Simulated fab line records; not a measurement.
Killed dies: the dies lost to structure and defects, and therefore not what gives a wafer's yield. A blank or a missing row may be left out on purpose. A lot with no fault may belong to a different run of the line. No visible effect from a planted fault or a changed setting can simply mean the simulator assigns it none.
fab line records	flow nandHarc
[record] lots = 14	wafers = 42	lastDay = 24
route steps=1159 shown A_WL_FILL@834 A_CONTACT@859
lots that met no fault: taken from a fault-free run of the same line
startH: start of the lot's first displayed wafer, in hours after the record's first day	waitH: how many hours have passed since the lot's step before this one	" repeats the value in the row above	L1.1+2: a single row standing in for several wafers	- either no value or no given start	* or withheld: withheld	< > ~ a bound
route shown NAME@n: a module of which the file shows steps, and the number in the route of the first	usual: average and standard deviation across the fault-free wafers	same: alike in all rows	chamber/n: place in a boat	sites: the reading at each site	_std_site: standard deviation across them	_edge_site: the outer-site mean with the inner-site mean subtracted	radiusMm: for every site, how far away it sits from the centre of the wafer	mask NAME#n: copy n	behind: the last tool/chamber to shape the wafer	hold: why the lot was held/for how many hours/how that ended	device: which transistor (n, p or np) failed to switch	end of line: at the end of the route, the tests of the same wafers	a step given without rows: its recipe and nothing more	killed: dies lost to structure and defects at the first sort, not the wafer's yield	map: a wafer's dies, x killed, . not, _ none there
set.NAME: the setting the step ran with; set.NAME@STEP: the setting that earlier step ran with	model.NAME: the simulator's own value behind a step, which no gauge read
one table for each step of the route and one row for each wafer, over a sample of lots
services: the hour from which a tool's chamber was out of use, counted from the record's first day as startH (under 0 if before that day), plus the number of hours and why
[[steps]]
[step NHARC_A_WL_FILL_CMP_12]
[recipe] tOverpolishS = 30	targetThkNm = 75
[usual] motorCurrentA = 11.9/0.94	overpolishRunS = 29.999/0.0086	slurryFilterDpKPa = 13.49/0.15	timeToEndpointS = 15.6/2.6
lot.wafer	tool	chamber	startH	waitH	motorCurrentA	overpolishRunS	slurryFilterDpKPa	timeToEndpointS
L868.3	cmp-03	3	351.91	2.2	13.2	30.002	13.52	17.6
L868.4	"	2	"	"	10.7	30.007	13.61	19.7
L868.5	"	3	"	"	12.6	29.987	13.24	18.1
L871.4	cmp-03	2	366.66	2.9	9.9	30.002	13.50	14.4
L871.2	"	0	"	"	11.8	29.999	13.50	13.7
L871.5	"	2	"	"	10.5	29.998	13.65	17.4
L873.2	cmp-03	2	384.33	3.6	10.0	30.012	13.72	15.3
L873.1	"	3	"	"	12.6	30.010	13.34	17.9
L873.5	"	3	"	"	12.1	30.009	13.60	17.4
L874.1	cmp-01	2	388.60	4.3	12.6	30.009	13.33	20.1
L874.3	"	3	"	"	11.5	30.015	13.64	18.1
L874.6	"	2	"	"	12.9	29.999	13.60	16.9
L875.2	cmp-01	1	406.47	3.6	11.3	29.993	13.33	16.3
L875.4	"	2	"	"	12.5	30.002	13.52	16.8
L875.1	"	3	"	"	11.5	30.002	13.49	13.5
L879.4	cmp-04	3	431.20	3.0	11.0	29.993	13.37	11.3
L879.2	"	0	"	"	11.4	29.994	13.48	15.5
L879.5	"	3	"	"	10.6	30.016	13.54	12.8
L877.2	cmp-01	2	435.50	4.3	12.4	29.999	13.48	16.3
L877.3	"	0	"	"	11.6	29.994	13.47	15.2
L877.6	"	2	"	"	12.7	29.993	13.43	15.0
L880.2	cmp-04	0	441.40	3.6	12.2	29.995	13.55	16.3
L880.5	"	3	"	"	11.3	29.993	13.50	17.4
L880.6	"	0	"	"	11.4	29.988	13.51	17.5
L881.2	cmp-03	0	443.43	4.3	13.0	29.994	13.69	12.0
L881.1	"	1	"	"	13.2	30.014	13.41	13.8
L881.4	"	2	"	"	10.3	29.984	13.66	15.0
L882.4	cmp-03	2	447.74	2.9	10.6	29.995	13.46	18.1
L882.3	"	1	"	"	14.2	30.006	13.74	16.7
L882.5	"	3	"	"	13.2	30.000	13.43	21.7
L884.1	cmp-04	1	452.09	3.6	11.3	30.020	13.64	14.3
L884.3	"	3	"	"	11.4	29.990	13.46	16.0
L884.5	"	2	"	"	11.9	29.997	13.39	16.3
L890.4	cmp-01	0	482.82	2.2	11.6	30.007	13.61	16.3
L890.2	"	3	"	"	12.0	30.011	13.54	13.3
L890.5	"	1	"	"	11.1	29.989	13.34	14.0
L889.2	cmp-01	0	483.46	3.6	12.5	30.003	13.31	15.4
L889.4	"	3	"	"	12.2	30.008	13.44	12.5
L889.6	"	0	"	"	10.6	30.004	13.56	16.7
L891.4	cmp-03	2	500.21	2.2	10.4	30.005	13.74	16.2
L891.3	"	3	"	"	13.1	30.013	13.63	19.1
L891.5	"	2	"	"	9.9	30.017	13.44	13.9
[step NHARC_A_CONTACT_ETCH_49]
[recipe] targetDepthA = 2600	overEtchFrac = 0.3	timeS = 475.3	ionEnergyEv = 200	n2FlowSccm = 150	h2FlowSccm = 150	arFlowSccm = 0	rfW = 400	biasW = 150	chemistry = N2/H2
[usual] drypumpMotorCurrentA = 5.9/0.36	oesProductAu = 1.003/0.013	rfVppV = 428.9/1.8	runLengthS = 496.6/0.49	showerheadPlenumPTorr = 1.98/0.058	throttleValvePct = 14.170/0.01
lot.wafer	tool	chamber	startH	waitH	drypumpMotorCurrentA	oesProductAu	rfHoursCounterH	rfVppV	runLengthS	showerheadPlenumPTorr	throttleValvePct
L868.3	rieDiel-08	0	356.40	-	6.3	0.992	14	425.7	496.0	1.91	14.161
L868.4	"	2	"	"	6.4	0.984	14	429.1	496.9	2.07	14.192
L868.5	"	0	"	"	6.2	0.995	-	427.6	496.1	1.91	14.171
L871.4	rieDiel-08	2	372.92	-	6.4	1.013	20	432.3	496.9	2.07	14.172
L871.2	"	3	"	"	5.6	0.986	21	428.3	496.8	1.97	14.179
L871.5	"	2	"	"	6.5	0.997	-	432.9	496.9	2.07	14.160
L873.1	rieDiel-06	3	389.16	-	5.7	1.000	25	431.6	496.4	2.08	14.163
L873.2	"	0	"	"	5.9	1.015	28	428.6	496.3	1.97	14.164
L873.5	"	2	"	"	6.5	0.980	-	430.1	496.5	2.00	14.189
L874.1	rieDiel-08	3	394.15	-	5.6	0.992	32	429.3	497.0	1.97	14.177
L874.3	"	1	"	"	5.9	1.008	28	427.9	497.4	1.96	14.176
L874.6	"	3	"	"	5.5	0.991	-	427.5	496.9	1.96	14.167
L875.2	rieDiel-06	3	410.95	-	5.7	0.999	29	430.9	496.2	2.08	14.190
L875.4	"	1	"	"	5.7	1.026	32	428.6	497.4	2.01	14.179
L875.1	"	2	"	"	6.5	0.983	27	429.9	496.4	2.00	14.179
L879.4	rieDiel-06	1	435.97	-	5.7	1.022	1	429.7	497.2	2.01	14.166
L879.2	"	2	"	"	6.5	0.995	1	429.0	496.2	2.00	14.164
L879.5	"	1	"	"	5.7	1.021	-	429.7	497.6	2.01	14.172
L877.3	rieDiel-06	0	439.99	-	6.0	1.019	2	430.3	496.7	1.97	14.171
L877.2	"	2	"	"	6.5	0.996	2	429.7	496.3	2.00	14.160
L877.6	"	3	"	"	5.7	1.006	-	431.9	496.2	2.08	14.164
L880.2	rieDiel-06	0	445.87	-	5.9	1.015	3	428.2	496.4	1.97	14.175
L880.5	"	0	"	"	5.9	1.031	-	428.3	496.3	1.97	14.152
L880.6	"	1	"	"	5.7	1.031	-	430.8	497.3	2.01	14.170
L881.2	rieDiel-03	0	448.63	-	6.5	0.997	17	425.3	496.5	1.89	14.157
L881.4	"	2	"	"	5.6	0.993	16	427.8	497.1	1.91	14.174
L881.1	"	3	"	"	5.3	1.032	17	428.0	496.4	1.98	14.172
L882.3	rieDiel-06	0	453.21	-	5.9	1.019	4	427.1	497.1	1.97	14.159
L882.4	"	2	"	"	6.5	1.001	4	429.1	496.5	2.00	14.166
L882.5	"	0	"	"	5.9	1.013	-	428.0	496.3	1.97	14.174
L884.3	rieDiel-06	0	458.69	-	6.0	1.010	6	428.9	496.3	1.97	14.181
L884.1	"	2	"	"	6.6	1.001	6	429.4	496.2	2.00	14.164
L884.5	"	0	"	"	6.0	1.009	-	429.0	496.3	1.97	14.178
L890.2	rieDiel-03	3	488.42	-	5.3	1.001	31	429.1	496.5	1.97	14.166
L890.4	"	1	"	"	6.0	0.994	33	427.8	495.8	1.93	14.177
L890.5	"	3	"	"	5.3	1.011	-	428.6	496.7	1.97	14.157
L889.2	rieDiel-06	1	492.43	-	5.7	1.026	13	430.7	316.8	2.00	14.156
L889.4	"	2	"	"	6.5	0.990	14	429.4	496.2	2.00	14.160
L889.6	"	0	"	"	5.9	1.001	-	428.4	496.2	1.97	14.170
L891.3	rieDiel-06	0	505.44	-	5.9	1.021	17	429.4	496.6	1.97	14.164
L891.5	"	1	"	"	5.7	1.018	-	429.0	316.6	2.00	14.191
L891.4	"	0	"	"	5.9	1.006	-	428.8	496.3	1.97	14.172
[step NHARC_A_CONTACT_ETCH_111]
[recipe] sourceW = withheld	pressureMtorr = 20	biasV = withheld	timeS = 140	targetDepthA = 7000	arFlowSccm = withheld	c4f8FlowSccm = withheld	o2FlowSccm = withheld	chemistry = C4F8/O2/Ar
[usual] runLengthS = 141.3/0.37
lot.wafer	tool	chamber	startH	waitH	rfHoursCounterH	runLengthS
L868.3	harCapEtch-02	0	357.56	-	-	141.3
L868.4	"	1	"	"	-	141.6
L868.5	"	1	"	"	-	141.9
L871.2	harCapEtch-03	0	374.03	-	81	140.6
L871.4	"	0	"	"	-	140.8
L871.5	"	0	"	"	-	141.1
L873.2	harCapEtch-01	0	390.29	-	57	141.4
L873.1	"	1	"	"	57	141.4
L873.5	"	0	"	"	-	141.5
L874.1	harCapEtch-01	0	395.27	-	59	141.4
L874.3	"	0	"	"	-	141.6
L874.6	"	1	"	"	-	141.1
L875.1	harCapEtch-02	0	412.08	-	16	141.4
L875.2	"	1	"	"	16	141.9
L875.4	"	1	"	"	-	142.0
L879.2	harCapEtch-01	1	437.17	-	64	140.9
L879.4	"	0	"	"	-	141.2
L879.5	"	0	"	"	-	141.3
L877.2	harCapEtch-01	1	441.08	-	66	141.1
L877.3	"	0	"	"	-	141.4
L877.6	"	1	"	"	-	141.8
L880.2	harCapEtch-03	0	446.94	-	92	140.8
L880.5	"	0	"	"	-	140.7
L880.6	"	1	"	"	-	141.4
L881.2	harCapEtch-02	0	449.72	-	22	141.5
L881.1	"	1	"	"	22	141.5
L881.4	"	0	"	"	-	141.9
L882.4	harCapEtch-01	1	454.47	-	-	141.5
L882.3	"	0	"	"	-	141.3
L882.5	"	1	"	"	-	141.1
L884.1	harCapEtch-03	0	459.93	-	94	140.7
L884.3	"	0	"	"	-	140.8
L884.5	"	1	"	"	-	141.5
L890.2	harCapEtch-02	1	489.51	-	30	142.1
L890.4	"	1	"	"	-	142.1
L890.5	"	1	"	"	-	142.2
L889.2	harCapEtch-01	0	493.45	-	75	141.1
L889.4	"	0	"	"	-	141.4
L889.6	"	1	"	"	-	141.1
L891.4	harCapEtch-03	0	506.94	-	-	140.9
L891.3	"	1	"	"	-	141.4
L891.5	"	0	"	"	-	140.9
[step NHARC_A_CONTACT_ETCH_112]
[recipe] sourceW = withheld	pressureMtorr = 20	biasV = 3000	timeS = 94	targetDepthA = 9220	arFlowSccm = withheld	c4f8FlowSccm = withheld	o2FlowSccm = withheld	chemistry = C4F8/O2/Ar
[usual] runLengthS = 94/0
lot.wafer	tool	chamber	startH	waitH	rfHoursCounterH	runLengthS
L868.3	harCapEtch-02	0	357.72	0.1	-	94
L868.4	"	1	"	"	-	94
L868.5	"	1	"	"	-	94
L871.2	harCapEtch-03	0	374.23	0.2	81	94
L871.4	"	0	"	"	-	94
L871.5	"	0	"	"	-	94
L873.2	harCapEtch-01	0	390.49	0.2	57	94
L873.1	"	1	"	"	57	94
L873.5	"	0	"	"	-	94
L874.1	harCapEtch-01	0	395.45	0.1	59	94
L874.3	"	0	"	"	-	94
L874.6	"	1	"	"	-	94
L875.1	harCapEtch-02	0	412.28	0.2	16	94
L875.2	"	1	"	"	16	94
L875.4	"	1	"	"	-	94
L879.2	harCapEtch-01	1	437.37	0.2	64	94
L879.4	"	0	"	"	-	94
L879.5	"	0	"	"	-	94
L877.2	harCapEtch-01	1	441.25	0.1	66	94
L877.3	"	0	"	"	-	94
L877.6	"	1	"	"	-	94
L880.2	harCapEtch-03	0	447.14	0.2	92	94
L880.5	"	0	"	"	-	94
L880.6	"	1	"	"	-	94
L881.2	harCapEtch-02	0	449.92	0.2	22	94
L881.1	"	1	"	"	22	94
L881.4	"	0	"	"	-	94
L882.4	harCapEtch-01	1	454.64	0.1	-	94
L882.3	"	0	"	"	-	94
L882.5	"	1	"	"	-	94
L884.1	harCapEtch-03	0	460.11	0.1	94	94
L884.3	"	0	"	"	-	94
L884.5	"	1	"	"	-	94
L890.2	harCapEtch-02	1	489.71	0.2	30	94
L890.4	"	1	"	"	-	94
L890.5	"	1	"	"	-	94
L889.2	harCapEtch-01	0	493.65	0.2	75	94
L889.4	"	0	"	"	-	94
L889.6	"	1	"	"	-	94
L891.4	harCapEtch-03	0	507.11	0.1	-	94
L891.3	"	1	"	"	-	94
L891.5	"	0	"	"	-	94
[[services]]
tool	chamber	startH	hours	kind
cmp-04	-	329.77	0.2	repair
rieDiel-06	2	330.44	4.1	repair
cmp-04	-	336.49	1.7	repair
cmp-03	-	352.09	4.0	pm
rieDiel-06	2	363.74	8.6	repair
rieDiel-06	2	372.95	7.0	repair
cmp-01	-	375.61	4.0	pm
rieDiel-03	-	392.49	9.0	pm
cmp-04	-	399.00	4.0	pm
cmp-01	-	410.16	4.3	repair
rieDiel-08	3	412.25	7.3	repair
rieDiel-06	-	418.25	9.0	pm
rieDiel-08	0	425.33	4.7	repair
cmp-01	-	435.86	0.5	repair
rieDiel-03	2	435.96	5.0	repair
cmp-03	-	450.15	4.0	pm
rieDiel-08	2	457.24	16.9	repair
cmp-04	-	463.06	1.6	repair
cmp-01	-	473.63	4.0	pm
rieDiel-08	-	478.95	9.0	pm
cmp-01	-	480.07	0.4	repair
rieDiel-06	2	496.83	10.5	repair
cmp-04	-	497.00	4.0	pm
rieDiel-08	0	501.98	4.2	repair
[[key]]
[firstSign] step = NHARC_A_CONTACT_ETCH_49	reading = runLengthS	direction = down	sigmas = 99+	usual = *	struck = *
effect none on later readings
metAt NHARC_A_CONTACT_ETCH_49
struckLots L889,L891
struckWafers L889.2,L891.5
laterRowsLeftOut L889.2,L891.5
sortLeftOut L889.2,L891.5
testerLeftOut L889,L891
notActingAt NHARC_A_WL_FILL_CMP_12,NHARC_A_CONTACT_ETCH_111,NHARC_A_CONTACT_ETCH_112
onsetBetween 445.87 492.43
[fault] kind = processParameterDrift	tool = rieDiel-06	chamber = 1	onsetH = 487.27	steps = NHARC_A_CONTACT_ETCH_49	channel = timeS	offset = *	shape = step	endH = 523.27	actsIn = *	stated = *
// testerLeftOut: of these lots the tester's yield and bins aren't shown, on N5 and GAA mostly nor the transistor test; their killed dies are dies lost to structure and defects alone, not to doping, threshold or leakage, so they don't give the yield
// sortLeftOut: the simulated sort isn't trusted on such a fault, so these wafers' sort isn't shown, and their yield isn't known
// laterRowsLeftOut: the simulator's readings of these wafers behind a module that went badly wrong aren't trusted and aren't shown, but for the sort
